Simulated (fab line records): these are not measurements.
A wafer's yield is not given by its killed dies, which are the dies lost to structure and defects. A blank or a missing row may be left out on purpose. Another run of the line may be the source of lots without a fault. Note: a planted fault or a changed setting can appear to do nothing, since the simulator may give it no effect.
fab line records	flow nand-harc	part 1 of 2: steps 1 to 27 of 36
[record] lots = 5	wafers = 15	last-day = 33
route steps=1302 shown P_M1@308 P_M2@318
lots untouched by any fault: they come from a run of this same line in which no faults occurred
start-h: start of the lot's first displayed wafer, in hours after the record's first day	wait-h: hours from the lot's prior step to this one	" identical to the entry in the row above	L1.1+2: a row that stands for several wafers	- either no value or no given start	* or withheld: withheld	< > ~ a bound
route shown NAME@n: NAME is a module with steps in the file, n the number in the route of the first one	usual: mean/standard deviation taken from wafers without a fault	same: alike in all rows	chamber/n: place in a boat	sites: per-site readings	_std_site: standard deviation across them	_edge_site: the outer-site mean with the inner-site mean subtracted	radius-mm: for every site, how far away it sits from the centre of the wafer	mask NAME#n: copy n	behind: tool/chamber where the wafer was last shaped	hold: what put the lot on hold/how long, in hours/how the hold closed	device: transistor that didn't switch, given as n, p or np	end of line: the tests these same wafers got at the end of their route	for a step that has no rows: nothing shown but its recipe	killed: count of dies lost to structure and defects at first sort (not the wafer's yield)	map: the dies of a wafer, with x for killed, . for not killed, _ for no die there
set.NAME: the setting as run; set.NAME@STEP: as run at that earlier step	model.NAME: the simulator's own value behind a step, which no gauge read
a table for each step, a row for each wafer; lots at some steps of the route
services: when a tool's chamber went out of use (start-h, in hours from the record's first day, below 0 if earlier), for how many hours, and the reason
[[steps]]
[step NHARC_P_M1_PVD_21]
[recipe] target-thk-a = 300	chamber-pressure-pa = 5	power-w = 5000	substrate-temp-c = 30	time-s = 20.49	material = Cu
[usual] throttle-valve-pct = 30.2/0.73
lot.wafer	tool	chamber	start-h	wait-h	throttle-valve-pct
L074.3	pvd-sputter-01	-	-	-	30.7
L074.1	"	-	"	"	29.7
L074.6	"	-	"	"	30.8
L085.3	pvd-sputter-02	-	-	-	30.4
L085.2	"	-	"	"	30.4
L085.5	"	-	"	"	31.1
L086.1	pvd-sputter-03	-	-	-	29.3
L086.2	"	-	"	"	30.2
L086.5	"	-	"	"	30.2
L091.1	pvd-sputter-01	-	-	-	29.9
L091.4	"	-	"	"	30.1
L091.3	"	-	"	"	30.7
L097.2	pvd-sputter-02	-	-	-	30.2
L097.4	"	-	"	"	30.8
L097.6	"	-	"	"	30.3
[step NHARC_P_M1_ECD_22]
[recipe] target-thk-a = 4000	bath-temp-c = 25	material = Cu
[usual] bath-heat-duty-pct = 6.3/0.76
lot.wafer	tool	chamber	start-h	wait-h	bath-heat-duty-pct
L074.1	ecd-cu-02	1	131.25	-	6.7
L074.3	"	1	"	"	7.0
L074.6	"	1	"	"	7.4
L085.2	ecd-cu-01	0	246.29	-	6.0
L085.3	"	0	"	"	6.1
L085.5	"	0	"	"	5.6
L086.1	ecd-cu-01	0	250.02	-	7.0
L086.2	"	1	"	"	6.9
L086.5	"	0	"	"	6.1
L091.1	ecd-cu-02	1	294.70	-	7.1
L091.3	"	1	"	"	7.1
L091.4	"	0	"	"	5.6
L097.2	ecd-cu-01	0	356.64	-	6.5
L097.4	"	0	"	"	5.3
L097.6	"	0	"	"	5.1
[step NHARC_P_M1_ANNEAL_31]
[recipe] temp-c = 225	time-s = 90
[usual] wafer_temp_C_max = 225.96/0.26
lot.wafer	tool	chamber	start-h	wait-h	wafer_temp_C_max
L074.1	rtp-anneal-02	0	131.63	0.3	225.84
L074.3	"	0	"	"	226.00
L074.6	"	0	"	"	225.55
L085.2	rtp-anneal-01	0	246.72	-	226.01
L085.3	"	0	"	"	226.12
L085.5	"	0	"	"	226.27
L086.1	rtp-anneal-01	0	250.40	-	226.61
L086.2	"	0	"	"	226.19
L086.5	"	0	"	"	226.40
L091.1	rtp-anneal-01	0	295.08	0.3	226.35
L091.3	"	0	"	"	226.18
L091.4	"	0	"	"	226.07
L097.2	rtp-anneal-01	0	357.01	-	225.83
L097.4	"	0	"	"	226.02
L097.6	"	0	"	"	226.22
[step NHARC_P_M1_CMP_23]
[recipe] t-overpolish-s = 20	target-thk-nm = 157.82
[usual] motor-current-A = 12.6/0.66	time-to-endpoint-s = 28.9/2.6
[same] t-overpolish-s = 20
lot.wafer	tool	chamber	start-h	wait-h	motor-current-A	time-to-endpoint-s
L074.3	cmp-03	3	131.97	-	11.9	31.1
L074.1	"	0	"	"	12.3	30.6
L074.6	"	0	"	"	12.8	30.6
L085.3	cmp-03	2	247.07	-	12.8	30.8
L085.2	"	3	"	"	11.6	32.6
L085.5	"	1	"	"	11.4	31.8
L086.2	cmp-04	3	250.75	-	13.4	31.2
L086.1	"	2	"	"	12.4	30.8
L086.5	"	3	"	"	13.2	28.7
L091.1	cmp-04	1	295.42	-	12.8	26.5
L091.3	"	2	"	"	12.3	25.1
L091.4	"	3	"	"	13.9	29.3
L097.4	cmp-02	2	357.31	-	12.6	29.1
L097.2	"	0	"	"	11.9	27.9
L097.6	"	3	"	"	13.6	29.2
[step NHARC_P_M1_THK_MEAS_24]
[recipe] thk-meas-gauge = xrf
[usual] thk-nm = 157.9/1.7
lot.wafer	tool	chamber	start-h	wait-h	thk-nm
L074.1	film-metro-01	-	132.29	-	157.6
L074.3	"	-	"	"	158.4
L074.6	"	-	"	"	162.7
L085.2	film-metro-01	-	247.33	-	158.0
L085.3	"	-	"	"	159.1
L085.5	"	-	"	"	160.3
L086.1	film-metro-01	-	251.06	-	157.3
L086.2	"	-	"	"	159.9
L086.5	"	-	"	"	160.0
L091.1	film-metro-01	-	295.74	-	160.1
L091.3	"	-	"	"	159.3
L091.4	"	-	"	"	160.0
L097.2	film-metro-02	-	357.62	-	159.3
L097.4	"	-	"	"	159.4
L097.6	"	-	"	"	161.1
[step NHARC_P_M1_SRD_25]
lot.wafer	tool	chamber	start-h	wait-h
L074.3+6+1	wet-bench-08	5,6,1	132.33	0.0
L085.5+3+2	wet-bench-10	7,3,4	247.37	0.0
L086.2+1+5	wet-bench-08	0,1,4	251.10	0.0
L091.3+4+1	wet-bench-10	2,4,6	295.78	0.0
L097.2+6+4	wet-bench-10	3,4,5	357.66	0.0
[step NHARC_P_M1_INSPECT_27]
[usual] raw-defect-count = 311/130
lot.wafer	tool	chamber	start-h	wait-h	raw-defect-count
L074.1	defect-inspect-02	-	132.47	0.0	289
L074.3	"	-	"	"	334
L074.6	"	-	"	"	176
L085.2	defect-inspect-01	-	247.49	0.0	196
L085.3	"	-	"	"	147
L085.5	"	-	"	"	223
L086.1	defect-inspect-01	-	251.21	0.0	220
L086.2	"	-	"	"	302
L086.5	"	-	"	"	236
L091.1	defect-inspect-01	-	295.89	0.0	246
L091.3	"	-	"	"	405
L091.4	"	-	"	"	307
L097.2	defect-inspect-01	-	357.78	0.0	188
L097.4	"	-	"	"	223
L097.6	"	-	"	"	243
[step NHARC_P_M1_PRE_CLEAN_32]
[recipe] time-s = 12	temp-c = 370	rf-power-w = 300	gas = NH3
[usual] heater-power-w = 619/89	rf-fwd-power-W = 292.5/0.79
lot.wafer	tool	chamber	start-h	wait-h	heater-power-w	rf-fwd-power-W
L074.1	pecvd-04	2	132.53	0.1	701	292.7
L074.3	"	0	"	"	522	292.0
L074.6	"	1	"	"	644	291.8
L085.3	pecvd-03	1	247.57	0.1	588	291.1
L085.2	"	2	"	"	486	292.8
L085.5	"	1	"	"	571	291.7
L086.1	pecvd-01	0	251.30	0.1	571	291.5
L086.2	"	1	"	"	778	292.3
L086.5	"	2	"	"	619	292.1
L091.3	pecvd-03	1	295.97	0.1	684	292.2
L091.1	"	2	"	"	513	294.1
L091.4	"	0	"	"	593	293.4
L097.2	pecvd-04	2	357.85	0.1	676	293.8
L097.4	"	0	"	"	629	291.7
L097.6	"	1	"	"	683	293.1
[step NHARC_P_M1_DEP_33]
[recipe] target-thk-a = 300	temp-c = 370	target-thk-nm = 30	pressure-torr = 3	flow-sccm = 200	rf-w = 450	material = SiCN
[usual] heater-power-w = 568/93	rf-fwd-power-W = 449.0/1.4
lot.wafer	tool	chamber	start-h	wait-h	heater-power-w	rf-fwd-power-W
L074.1	pecvd-04	2	132.61	0.1	669	448.7
L074.3	"	0	"	"	495	447.2
L074.6	"	1	"	"	626	451.4
L085.3	pecvd-03	1	247.68	0.1	611	447.5
L085.2	"	2	"	"	445	450.6
L085.5	"	1	"	"	627	449.9
L086.1	pecvd-01	0	251.40	0.1	583	448.7
L086.2	"	1	"	"	665	447.0
L086.5	"	2	"	"	579	448.0
L091.3	pecvd-03	1	296.08	0.1	519	447.3
L091.1	"	2	"	"	444	450.7
L091.4	"	0	"	"	479	449.6
L097.2	pecvd-04	2	357.93	0.1	701	449.2
L097.4	"	0	"	"	475	446.4
L097.6	"	1	"	"	661	448.9
[step NHARC_P_M2_DEP_00]
[recipe] target-thk-a = 1825	target-thk-nm = 182.5	temp-c = withheld	pressure-torr = 5	flow-sccm = 200	rf-w = 600	material = SiOC
[usual] rf-fwd-power-W = 598.5/1.8
lot.wafer	tool	chamber	start-h	wait-h	rf-fwd-power-W
L074.1	pecvd-03	1	133.03	-	598.5
L074.3	"	2	"	"	598.1
L074.6	"	1	"	"	596.7
L085.3	pecvd-03	2	-	-	600.4
L085.2	"	1	"	"	597.4
L085.5	"	1	"	"	600.7
L086.2	pecvd-03	1	251.82	-	601.3
L086.1	"	2	"	"	599.0
L086.5	"	0	"	"	599.1
L091.3	pecvd-01	0	296.50	-	598.6
L091.1	"	1	"	"	599.7
L091.4	"	1	"	"	598.6
L097.2	pecvd-03	1	358.34	-	599.0
L097.6	"	2	"	"	599.2
L097.4	"	0	"	"	596.1
[step NHARC_P_M2_DEHYDRATE_01]
[recipe] temp-c = 150	time-s = 120
lot.wafer	tool	chamber	start-h	wait-h
L074.1+3+6	litho-track-04	0	133.43	-
L085.2+3+5	litho-track-06	0	248.43	-
L086.1+2+5	litho-track-01	0	252.17	-
L091.1+3+4	litho-track-01	0	296.86	-
L097.2+4+6	litho-track-04	0	358.75	-
[step NHARC_P_M2_HMDS_02]
[recipe] time-s = 30
lot.wafer	tool	chamber	start-h	wait-h
L074.1+3+6	litho-track-04	0	-	-
L085.2+3+5	litho-track-06	0	-	-
L086.1+2+5	litho-track-01	0	-	-
L091.1+3+4	litho-track-01	0	-	-
L097.2+4+6	litho-track-04	0	-	-
[step NHARC_P_M2_COAT_34]
[recipe] temp-c = 200	time-s = 65
lot.wafer	tool	chamber	start-h	wait-h
L074.1+3+6	litho-track-04	0	-	-
L085.2+3+5	litho-track-06	0	-	-
L086.1+2+5	litho-track-01	0	-	-
L091.1+3+4	litho-track-01	0	-	-
L097.2+4+6	litho-track-04	0	-	-
[step NHARC_P_M2_COAT_03]
[recipe] spin-rpm = 1500	resist-thk-nm = 90
lot.wafer	tool	chamber	start-h	wait-h
L074.1+3+6	litho-track-04	0	-	-
L085.2+3+5	litho-track-06	0	-	-
L086.1+2+5	litho-track-01	0	-	-
L091.1+3+4	litho-track-01	0	-	-
L097.2+4+6	litho-track-04	0	-	-
[step NHARC_P_M2_SOFTBAKE_04]
[recipe] temp-c = 105	time-s = 55
lot.wafer	tool	chamber	start-h	wait-h
L074.1+3+6	litho-track-04	0	-	-
L085.2+3+5	litho-track-06	0	-	-
L086.1+2+5	litho-track-01	0	-	-
L091.1+3+4	litho-track-01	0	-	-
L097.2+4+6	litho-track-04	0	-	-
[step NHARC_P_M2_EBR_05]
lot.wafer	tool	chamber	start-h	wait-h
L074.1+3+6	litho-track-04	0	-	-
L085.2+3+5	litho-track-06	0	-	-
L086.1+2+5	litho-track-01	0	-	-
L091.1+3+4	litho-track-01	0	-	-
L097.2+4+6	litho-track-04	0	-	-
[step NHARC_P_M2_EXPOSE_06]
[recipe] na = 1.35	target-cd-nm = 170	dose-mj = 80.78	mask-id = P_M2
lot.wafer	tool	chamber	start-h	wait-h	mask
L074.1+3+6	arfi-scanner-03	0	133.72	-	P_M2#0
L085.2+3+5	arfi-scanner-01	0	248.72	-	P_M2#0
L086.1+2+5	arfi-scanner-03	0	252.46	-	P_M2#0
L091.1+3+4	arfi-scanner-02	0	297.15	-	P_M2#0
L097.2+4+6	arfi-scanner-01	0	359.04	-	P_M2#0
[step NHARC_P_M2_PEB_07]
[recipe] peb-temp-c = 100	peb-time-s = 65
lot.wafer	tool	chamber	start-h	wait-h
L074.1+3+6	litho-track-01	0	133.78	0.1
L085.2+3+5	litho-track-06	0	248.78	0.1
L086.1+2+5	litho-track-06	0	252.52	0.1
L091.1+3+4	litho-track-04	0	297.21	0.1
L097.2+4+6	litho-track-01	0	359.10	0.1
[step NHARC_P_M2_DEVELOP_08]
[recipe] develop-time-s = 35	dev-temp-c = 23
lot.wafer	tool	chamber	start-h	wait-h
L074.1+3+6	litho-track-01	0	-	-
L085.2+3+5	litho-track-06	0	-	-
L086.1+2+5	litho-track-06	0	-	-
L091.1+3+4	litho-track-04	0	-	-
L097.2+4+6	litho-track-01	0	-	-
[step NHARC_P_M2_CD_MEAS_09]
[recipe] target-cd-nm = 170	landing-energy-ev = 500
[usual] cd-nm = 169.9/0.54
[same] landing-energy-ev = 500
lot.wafer	tool	chamber	start-h	wait-h	cd-nm
L074.1	cd-sem-01	0	133.86	-	169.4
L074.3	"	0	"	"	170.3
L074.6	"	0	"	"	170.1
L085.2	cd-sem-01	0	248.86	-	170.8
L085.3	"	0	"	"	170.0
L085.5	"	0	"	"	170.2
L086.1	cd-sem-01	0	252.60	-	170.7
L086.2	"	0	"	"	170.7
L086.5	"	0	"	"	170.6
L091.1	cd-sem-01	0	297.29	-	169.9
L091.3	"	0	"	"	170.2
L091.4	"	0	"	"	170.0
L097.2	cd-sem-01	0	359.18	-	169.9
L097.4	"	0	"	"	170.2
L097.6	"	0	"	"	170.5
[step NHARC_P_M2_OVL_MEAS_10]
[recipe] pitch-nm = 340
[usual] overlay-x-nm = -0.4/0.81	overlay-y-nm = 0.1/0.72
lot.wafer	tool	chamber	start-h	wait-h	overlay-x-nm	overlay-y-nm
L074.1	overlay-01	-	133.94	-	-1.2	-0.1
L074.3	"	-	"	"	-1.0	-0.8
L074.6	"	-	"	"	-1.7	0.1
L085.2	overlay-01	-	248.94	-	0.0	-0.3
L085.3	"	-	"	"	0.2	0.1
L085.5	"	-	"	"	-0.4	-0.6
L086.1	overlay-02	-	252.69	-	0.0	-0.1
L086.2	"	-	"	"	0.2	-0.5
L086.5	"	-	"	"	0.1	-0.3
L091.1	overlay-02	-	297.38	-	-0.6	-0.5
L091.3	"	-	"	"	-0.8	-1.1
L091.4	"	-	"	"	-0.4	-0.7
L097.2	overlay-02	-	359.26	-	-1.4	0.0
L097.4	"	-	"	"	-1.1	-0.7
L097.6	"	-	"	"	-1.7	-0.9
[step NHARC_P_M2_INSPECT_11]
[usual] raw-defect-count = 5.3/2.4
lot.wafer	tool	chamber	start-h	wait-h	raw-defect-count
L074.1	defect-inspect-01	-	133.98	0.0	7
L074.3	"	-	"	"	6
L074.6	"	-	"	"	10
L085.2	defect-inspect-02	-	248.98	0.0	8
L085.3	"	-	"	"	3
L085.5	"	-	"	"	6
L086.1	defect-inspect-01	-	252.73	0.0	2
L086.2	"	-	"	"	3
L086.5	"	-	"	"	4
L091.1	defect-inspect-01	-	297.41	0.0	4
L091.3	"	-	"	"	7
L091.4	"	-	"	"	2
L097.2	defect-inspect-02	-	359.30	0.0	2
L097.4	"	-	"	"	5
L097.6	"	-	"	"	9
[step NHARC_P_M2_DESCUM_14]
[recipe] time-s = 3	o2-flow-sccm = 200	ar-flow-sccm = 0	bias-power-w = 0	chemistry = O2
[usual] drypump-motor-current-A = 5.6/0.5	oes-product-au = 1.002/0.0074	rf-vpp-V = 57.9/0.84	showerhead-plenum-p-Torr = 1.96/0.081	throttle-valve-pct = 11.310/0.0093
lot.wafer	tool	chamber	start-h	wait-h	drypump-motor-current-A	oes-product-au	rf-hours-counter-h	rf-vpp-V	showerhead-plenum-p-Torr	throttle-valve-pct
L074.3	rie-diel-12	3	134.05	0.1	6.2	1.004	1.6	57.0	1.90	11.320
L074.1	"	1	"	"	5.4	1.008	2.3	58.8	1.91	11.313
L074.6	"	3	"	"	6.2	0.995	-	58.5	1.90	11.306
L085.3	rie-diel-13	1	249.05	0.1	6.0	1.014	4.0	57.9	2.06	11.300
L085.2	"	3	"	"	5.1	0.999	4.0	59.4	2.07	11.315
L085.5	"	0	"	"	6.1	1.009	-	57.7	1.92	11.313
L086.2	rie-diel-13	2	252.80	0.1	4.9	1.011	4.0	58.5	1.89	11.325
L086.1	"	3	"	"	5.0	0.997	4.1	59.8	2.07	11.310
L086.5	"	1	"	"	6.1	1.014	-	59.1	2.06	11.313
L091.3	rie-diel-01	0	297.47	0.1	5.0	1.009	5.5	58.7	2.02	11.310
L091.4	"	1	"	"	5.4	0.998	4.6	58.8	2.05	11.307
L091.1	"	3	"	"	6.5	1.007	5.4	57.1	1.91	11.300
L097.4	rie-diel-12	1	359.36	0.1	5.4	0.999	3.5	57.0	1.91	11.301
L097.2	"	0	"	"	5.1	1.005	4.8	57.4	1.78	11.311
L097.6	"	1	"	"	5.4	1.003	-	57.7	1.91	11.292
[step NHARC_P_M2_ETCH_35]
[recipe] target-depth-a = 400	overetch-a = 120	time-s = 43.94	ion-energy-ev = 200	n2-flow-sccm = 150	h2-flow-sccm = 150	ar-flow-sccm = 0	rf-w = 400	bias-w = 150	chemistry = N2/H2
[usual] drypump-motor-current-A = 5.6/0.51	oes-product-au = 1.001/0.006	rf-fwd-power-W = 395.1/1.7	rf-vpp-V = 431.6/2.5	showerhead-plenum-p-Torr = 2.08/0.089	throttle-valve-pct = 14.171/0.0093
lot.wafer	tool	chamber	start-h	wait-h	drypump-motor-current-A	oes-product-au	rf-fwd-power-W	rf-hours-counter-h	rf-vpp-V	showerhead-plenum-p-Torr	throttle-valve-pct
L074.3	rie-diel-12	3	134.14	0.1	6.2	1.005	394.1	1.6	430.5	2.03	14.185
L074.1	"	0	"	"	5.1	0.993	397.4	2.3	427.2	1.90	14.175
L074.6	"	1	"	"	5.4	1.004	393.5	-	430.2	2.04	14.174
L085.3	rie-diel-13	1	249.13	0.1	6.1	0.999	393.9	4.0	434.5	2.21	14.162
L085.2	"	2	"	"	4.9	0.995	396.9	3.8	430.2	2.01	14.181
L085.5	"	1	"	"	6.1	1.002	392.5	-	435.3	2.21	14.162
L086.2	rie-diel-13	0	252.87	0.1	6.1	1.006	393.8	4.3	432.0	2.05	14.167
L086.1	"	2	"	"	5.0	1.006	397.2	4.0	429.8	2.01	14.157
L086.5	"	1	"	"	6.0	0.989	395.5	-	435.2	2.21	14.161
L091.4	rie-diel-01	2	297.56	0.1	5.3	1.003	397.6	4.5	430.1	2.02	14.169
L091.1	"	3	"	"	6.5	0.993	396.4	5.4	430.4	2.04	14.192
L091.3	"	1	"	"	5.4	0.999	394.1	4.6	433.8	2.19	14.158
L097.2	rie-diel-12	3	359.44	0.1	6.2	1.005	391.8	4.4	429.9	2.02	14.182
L097.4	"	0	"	"	5.1	0.997	395.1	4.8	426.7	1.90	14.167
L097.6	"	3	"	"	6.2	1.005	392.1	-	431.8	2.02	14.169
[step NHARC_P_M2_ETCH_15]
[recipe] target-depth-a = 1825	time-s = 91.2	c4f8-flow-sccm = withheld	ar-flow-sccm = 400	rf-w = 600	bias-w = 300	chemistry = C4F8/Ar
[usual] oes-product-au = 0.941/0.017	rf-fwd-power-W = 595.7/1.9	rf-vpp-V = 441.9/2.6
lot.wafer	tool	chamber	start-h	wait-h	oes-product-au	rf-fwd-power-W	rf-hours-counter-h	rf-vpp-V
L074.3	rie-diel-12	1	-	-	0.929	594.6	2.3	441.4
L074.1	"	0	"	"	0.920	599.0	2.3	438.2
L074.6	"	2	"	"	0.930	597.1	-	442.4
L085.2	rie-diel-13	0	-	-	0.948	593.5	4.2	440.5
L085.3	"	2	"	"	0.961	593.8	3.9	440.2
L085.5	"	1	"	"	0.950	595.6	-	445.5
L086.1	rie-diel-13	3	-	-	0.973	596.3	4.1	444.6
L086.2	"	0	"	"	0.966	596.1	4.3	440.8
L086.5	"	0	"	"	0.973	594.5	-	441.3
L091.4	rie-diel-01	3	-	-	0.929	599.1	5.5	439.8
L091.1	"	1	"	"	0.947	597.8	4.6	445.4
L091.3	"	2	"	"	0.938	596.9	4.6	441.3
L097.2	rie-diel-12	3	-	-	0.929	593.2	4.4	440.3
L097.4	"	0	"	"	0.927	597.7	4.8	435.9
L097.6	"	3	"	"	0.918	593.8	-	439.7
[step NHARC_P_M2_CD_MEAS_16]
[usual] cd-nm = 169.9/0.7
lot.wafer	tool	chamber	start-h	wait-h	cd-nm
L074.1	cd-sem-01	-	134.35	-	169.6
L074.3	"	-	"	"	170.0
L074.6	"	-	"	"	170.2
L085.2	cd-sem-02	-	249.34	-	170.0
L085.3	"	-	"	"	170.0
L085.5	"	-	"	"	170.2
L086.1	cd-sem-01	-	253.09	-	170.4
L086.2	"	-	"	"	171.0
L086.5	"	-	"	"	170.0
L091.1	cd-sem-02	-	297.78	-	170.0
L091.3	"	-	"	"	169.8
L091.4	"	-	"	"	170.1
L097.2	cd-sem-02	-	359.66	-	169.6
L097.4	"	-	"	"	170.2
L097.6	"	-	"	"	169.4
[step NHARC_P_M2_STRIP_18]
[recipe] power-w = 1000	n2-flow-sccm = 150	h2-flow-sccm = 150	ar-flow-sccm = 0	bias-w = 0	chemistry = N2/H2
[usual] drypump-motor-current-A = 5.6/0.51	oes-product-au = 1.001/0.0065	rf-fwd-power-W = 997/3	rf-vpp-V = 90.9/0.98	showerhead-plenum-p-Torr = 2.08/0.092	throttle-valve-pct = 14.173/0.0092
lot.wafer	tool	chamber	start-h	wait-h	drypump-motor-current-A	oes-product-au	rf-fwd-power-W	rf-hours-counter-h	rf-vpp-V	showerhead-plenum-p-Torr	throttle-valve-pct
L074.3	rie-diel-13	0	134.45	0.1	6.1	0.998	996	5.9	90.1	2.05	14.199
L074.1	"	2	"	"	5.0	1.004	994	6.1	90.6	2.02	14.182
L074.6	"	0	"	"	6.1	0.994	998	-	91.3	2.05	14.176
L085.3	rie-diel-13	3	249.44	0.1	5.1	0.995	991	4.0	91.1	2.21	14.171
L085.2	"	0	"	"	6.1	1.001	999	4.2	89.9	2.05	14.174
L085.5	"	2	"	"	4.9	1.004	995	-	90.8	2.01	14.157
L086.2	rie-diel-12	3	253.22	0.1	6.2	1.003	995	8.8	90.6	2.03	14.165
L086.1	"	0	"	"	5.1	1.008	997	8.7	90.6	1.90	14.175
L086.5	"	1	"	"	5.4	1.018	992	-	90.6	2.04	14.189
L091.1	rie-diel-12	2	297.86	0.1	5.8	1.009	1003	0.1	91.2	2.08	14.181
L091.3	"	3	"	"	6.2	1.007	996	0.2	91.0	2.03	14.178
L091.4	"	1	"	"	5.5	0.996	997	0.1	89.7	2.04	14.163
L097.2	rie-diel-13	3	359.76	0.1	5.0	0.999	999	0.3	91.2	2.20	14.164
L097.4	"	0	"	"	6.1	0.994	998	0.4	90.2	2.05	14.162
L097.6	"	2	"	"	4.9	1.001	999	-	89.5	2.01	14.175
